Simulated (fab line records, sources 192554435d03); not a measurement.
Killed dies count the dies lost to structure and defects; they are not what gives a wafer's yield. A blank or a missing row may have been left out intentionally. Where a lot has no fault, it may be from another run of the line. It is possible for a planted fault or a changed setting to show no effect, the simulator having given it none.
Matching of chambers ; flow n5 finfet ; 3 sister chambers for N5_BEOL_M10_CURE_71 on uv cure-02
The step cures SiCOH lowk, time 240 s. 6 wafers are shown with their chamber, then 7 later ones without.

== WAFERS PAIRED WITH THEIR CHAMBERS ==
wafer;chamber;wafer_temp_C_max;lamp power pct (%)
L081.2;0;386.0;52.24
L081.6;0;386.2;52.28
L084.3;2;387.8;52.35
L084.6;2;387.5;52.36
L092.1;1;387.3;52.26
L092.2;1;388.1;52.23

== WAFERS WHOSE CHAMBER IS MISSING ==
wafer;wafer_temp_C_max;lamp power pct (%)
L092.3;388.5;52.31
L093.1;387.2;52.29
L093.2;386.5;52.28
L093.4;386.6;52.31
L097.3;388.0;52.23
L097.4;387.6;52.37
L097.5;388.1;52.30

== THE CHAMBER EACH PASSED THROUGH ==
wafer;from the rows above;in truth
L092.3;can't be placed: 2 or 1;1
L093.1;can't be placed: 1 or 2 or 0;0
L093.2;0;0
L093.4;can't be placed: 0 or 2 or 1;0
L097.3;1;1
L097.4;2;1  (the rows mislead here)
L097.5;can't be placed: 1 or 2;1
2 of 7 placed correctly. Cannot be placed on the basis of these rows: 4; the candidates contain the true chamber in 4. Wrongly placed: 1.
How it was worked out, from the rows above alone: a wafer's distance from a chamber is the root of the sum, over the readings, of the square of ((its reading less the chamber's mean) divided by the reading's scatter). The wafer belongs to the nearest chamber; if the next one is less than 2 further off, it can't be placed. The mean given for a chamber averages the wafers shown for that chamber. The scatter: take each reading less its chamber's mean, square it, sum over the shown wafers, divide by the number of wafers less the number of chambers, and take the root.
